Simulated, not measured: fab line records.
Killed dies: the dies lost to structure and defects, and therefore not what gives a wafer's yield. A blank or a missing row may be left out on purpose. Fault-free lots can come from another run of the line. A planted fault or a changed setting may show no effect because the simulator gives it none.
Split-lot trial ; flow n5-finfet ; 7 lots, 21 wafers read, on a route of 1938 steps

== THE SPLIT ==
At N5_BEOL_M12_ETCH_68 (etches SOC in N2/H2, time 285 s), the setting time-s was moved away from the recipe's 285 s on 5 of the 21 wafers read, by -6.8% to +13.1%. This setting was run at the recipe's value on the other wafers.

The reading comes from the split's own step.

== THE READING ==
SiARC_of_BEOL_M12_COAT_66.thk-nm (the simulator's own value, which no gauge read), in nm, at N5_BEOL_M12_ETCH_68 (etches SOC in N2/H2, time 285 s). There is no usual value for it anywhere in the file. The 16 wafers here that ran the recipe average 85.9 nm, standard deviation 0.68 nm.

wafer;tool, chamber at the split;time-s as run, s;against the recipe;SiARC_of_BEOL_M12_COAT_66.thk-nm, nm;against lot-mates on the recipe
L074.1;rie-diel-01, 3;285;recipe;87;-
L074.2;rie-diel-01, 2;285;recipe;87.4;-
L074.3;rie-diel-01, 1;285;recipe;86.6;-
L079.3;rie-diel-01, 3;285;recipe;86;-
L079.5;rie-diel-01, 3;285;recipe;86.2;-
L079.6;rie-diel-01, 1;285;recipe;85.4;-
L084.1;rie-diel-06, 1;285;recipe;85.2;-
L084.2;rie-diel-06, 0;285;recipe;85.8;-
L084.5;rie-diel-06, 3;285;recipe;86.2;-
L087.3;rie-diel-01, 2;265.7;-6.8%;87.8;+1.2
L087.5;rie-diel-01, 2;265.7;-6.8%;87.6;+1.0
L087.6;rie-diel-01, 3;285;recipe;86.6;-
L088.1;rie-diel-06, 2;285;recipe;85;-
L088.2;rie-diel-06, 0;305.6;+7.2%;84;-1.1
L088.3;rie-diel-06, 1;285;recipe;85.2;-
L092.4;rie-diel-01, 3;322.2;+13.1%;83;-2.4
L092.5;rie-diel-01, 1;285;recipe;85.4;-
L092.6;rie-diel-01, 0;322.2;+13.1%;82.4;-3.0
L095.2;rie-diel-01, 2,1;285;recipe;85.4;-
L095.6;rie-diel-01, 2,1;285;recipe;85.4;-
L095.3;rie-diel-01, 3;285;recipe;85.8;-
If several chambers appear in one row, that row covers several wafers at once and the file leaves open which wafer was in which chamber.

THE FIT
A straight line over all 21 wafers: SiARC_of_BEOL_M12_COAT_66.thk-nm changes by -0.252 nm for each +1% of time-s; r = -0.89; the points scatter about the line by 0.64 nm.
The same after taking each lot's own level away (the mean of its wafers on the recipe; 21 wafers): -0.192 nm for each +1%; r = -0.95; scatter 0.3 nm.
That fit puts the effect of the largest move of time-s on the reading at 2.5 nm.
The span of the lots' own levels, 85.10 to 87.00 nm, comes to 2.8 times the standard deviation stated above.
Hence the slope depends on the lot-to-lot level, as the two fits are not the same.
Check: with one of the wafers moved furthest among these (+13.1%) left out of the fit, the line predicts -2.6 nm for it against its lot-mates. It came out at -2.4 nm against them.

== THE OTHER SPLITS THESE WAFERS WENT THROUGH ==
Note: prior to the reading, these wafers also went through further splits. Each is held against what the fit with the lots' levels taken away leaves over:
other split on the same wafers;wafers away from the commonest value;r with SiARC_of_BEOL_M12_COAT_66.thk-nm (lot level and that fit taken away)
N5_BEOL_M8_COAT_64 spin-rpm;9;+0.00
N5_BEOL_M9_ILD_DEP_00 time-s;7;+0.14
N5_BEOL_M9_COAT_60 spin-rpm;9;-0.15
N5_BEOL_M11_COAT_22 spin-rpm;3;-0.16
N5_BEOL_M11_DEP_56 time-s;7;+0.11

== FILE'S OWN FIT ==
SiARC_of_BEOL_M12_COAT_66.thk-nm changes by -0.189 nm for each +1% of time-s, r = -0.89.
